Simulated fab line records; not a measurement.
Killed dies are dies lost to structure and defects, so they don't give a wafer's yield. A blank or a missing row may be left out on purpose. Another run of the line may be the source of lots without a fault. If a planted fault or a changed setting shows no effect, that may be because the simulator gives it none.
Comparing a struck lot with a sound one :: flow n5Finfet :: 38 steps out of a route of 1938
Sound: the wafers L734.4, L734.5, L734.6. Struck: wafers L722.1, L722.2, L722.6. Last of all comes the cause.
Per side, at each step with rows, come the tool, then ch with its chambers, and then its first start. Under that, the readings that differ: sound wafers :: struck wafers :: difference of the means :: sigmas: that difference in standard deviations of wafers without a fault.
alike: same words and numbers on both sides, and readings whose means sit less than 2 such deviations apart. not compared: any withheld reading, any reading some wafer has no value for, any bound like >300 that may hide the same value, and any number with overlapping values for which the record gives no deviation.
A row with sigmas, a row that says differs or no value, or rows on one side alone: a step with any of these is where the two part. When numbers do not overlap yet have no deviation, they are printed without sigmas and do not part them. A reading that every wafer of one side lacks parts them only if that side has two wafers or more.

first, 9 steps without rows for these wafers: N5_BEOL_M4_ANNEAL_95 (time 240 s); N5_BEOL_M4_SPUTTER_96 (material Cu, target thk 4.5 nm, time 8.29 s); N5_BEOL_M4_ECD_50 (material Cu, target thk 300 nm); N5_BEOL_M4_ANNEAL_51 (time 90 s); N5_BEOL_M4_CMP_52 (polishes, stops on SiOC, t overpolish 6.8 s, target thk 40 nm); N5_BEOL_M4_PRE_CLEAN_60 (time 15 s); N5_BEOL_M4_CO_CAP_55 (material Co, precursor CCTBA/H2, target thk 2 nm, time 102.1 s); N5_BEOL_M4_PRE_CLEAN_56 (time 15 s); N5_BEOL_M4_DEP_57 (deposits SiCN from 3MS/NH3, target thk 8 nm, time 14 s).
N5_BEOL_M4_RC_MEAS_101:
  sound on prober-01 ch 0, day 14 03:17; struck on prober-01 ch 0, day 11 05:14
  alike: DIBL_N, DIBL_P, IOFF_N, IOFF_P, ION_N, ION_P, SS_N, SS_P, VT_N, VT_P
then, 24 steps without rows for these wafers: N5_BEOL_M5_ILD_DEP_00 (deposits SiCOH lowk from DEMS/porogen, target thk 140.64 nm, time 25.9 s); N5_BEOL_M5_CURE_79 (cures SiCOH lowk, time 240 s); N5_BEOL_M5_PECVD_70 (deposits SiO2 from TEOS/O2, target thk 16 nm, time 18 s); N5_BEOL_M5_HM_DEP_02 (deposits TiN, target thk 20 nm); N5_BEOL_M5_COAT_59 (time 60 s, resist thk 60 nm); N5_BEOL_M5_COAT_60 (time 60 s, resist thk 12 nm); N5_BEOL_M5_COAT_71 (time 60 s, resist thk 5 nm); N5_BEOL_M5_COAT_05 (resist thk 30 nm); N5_BEOL_M5_EBR_07; N5_BEOL_M5_SOFTBAKE_06 (time 60 s); N5_BEOL_M5_EXPOSE_08 (exposes mask M5, target cd 28 nm); N5_BEOL_M5_PEB_09 (peb time 60 s); N5_BEOL_M5_DEVELOP_10 (develop time 30 s); N5_BEOL_M5_DESCUM_16 (chemistry O2, time 7 s); N5_BEOL_M5_ETCH_72 (etches underlayer in N2/H2, target depth 6.5 nm, time 5.2 s); N5_BEOL_M5_ETCH_61 (etches SiARC in CF4, target depth 15.6 nm, time 26 s); N5_BEOL_M5_ETCH_62 (etches SOC in N2/H2, target depth 75 nm, overetch 15 nm, time 112.5 s); N5_BEOL_M5_STRIP_63 (strips in N2/H2); N5_BEOL_M5_STRIP_73 (strips in N2/H2); N5_BEOL_M5_STRIP_64 (strips in CF4); N5_BEOL_M5_HM_OPEN_17 (chemistry Cl2/BCl3, target TiN, target depth 20 nm, overetch 6 nm); N5_BEOL_M5_STRIP_19 (strips in O2); N5_BEOL_M5_COAT_65 (time 60 s, resist thk 60 nm); N5_BEOL_M5_COAT_66 (time 60 s, resist thk 12 nm).
-- here the record skips 2 days between the struck wafers' starts before and after, leaving off in module BEOL_M5 and picking up in module BEOL_M10 (first step shown: number 1471 of the route) --
N5_BEOL_M10_CURE_71: cures SiCOH lowk, time 240 s.
  sound on uvCure-03 ch 2, day 16 01:56; struck on uvCure-02 ch 1, day 13 07:06
  no value came back on the struck wafers for lampPowerPct (%), runLengthS (s), wafer_temp_C_max; on the sound wafers lampPowerPct (%) reads 52.31 52.18 52.35
reading: model.SiCOH_lowk_of_BEOL_M10_ILD_DEP_00.thkNm (nm)
sound: 271.4 274.4 270.6
struck: 306.6 309 315.8
difference: +38.3
sigmas: 
N5_BEOL_M10_THK_MEAS_01:
  sound on filmMetro-02, day 16 02:12; struck on filmMetro-01, day 13 07:37
reading: M10_ILD_THK (nm)
sound: 271 275 271
struck: 307 309 316
difference: +38
sigmas: +11
N5_BEOL_M10_CMP_52: polishes, stops on SiCOH lowk, t overpolish 7 s, target thk 140 nm.
  sound on cmp-01 ch 0,1,3, day 16 07:55; struck on cmp-03 ch 1,2, day 13 13:37
reading: model.SiCOH_lowk_of_BEOL_M10_ILD_DEP_00.thkNm (nm)
sound: 268.4 271.4 267.6
struck: 303.6 306 312.8
difference: +38.3
sigmas: 
  alike: clearingPlatenDownForcePsi, edgeZonePressureFrac, motorCurrentA
-- record jumps: 2 days separate the struck wafers' starts on either side; left off in module BEOL_M10, taken up again in module PASSIVATION, whose first shown step is the route's number 1936 --
N5_PASSIVATION_PROBE_49:
  rows exist in the record for the struck wafers here (prober-01, day 15 17:43), but not for the sound ones

## WHERE THEY PART
Earliest at N5_BEOL_M10_CURE_71; latest, in this record, at N5_PASSIVATION_PROBE_49.

WHY: whatever the simulator had introduced
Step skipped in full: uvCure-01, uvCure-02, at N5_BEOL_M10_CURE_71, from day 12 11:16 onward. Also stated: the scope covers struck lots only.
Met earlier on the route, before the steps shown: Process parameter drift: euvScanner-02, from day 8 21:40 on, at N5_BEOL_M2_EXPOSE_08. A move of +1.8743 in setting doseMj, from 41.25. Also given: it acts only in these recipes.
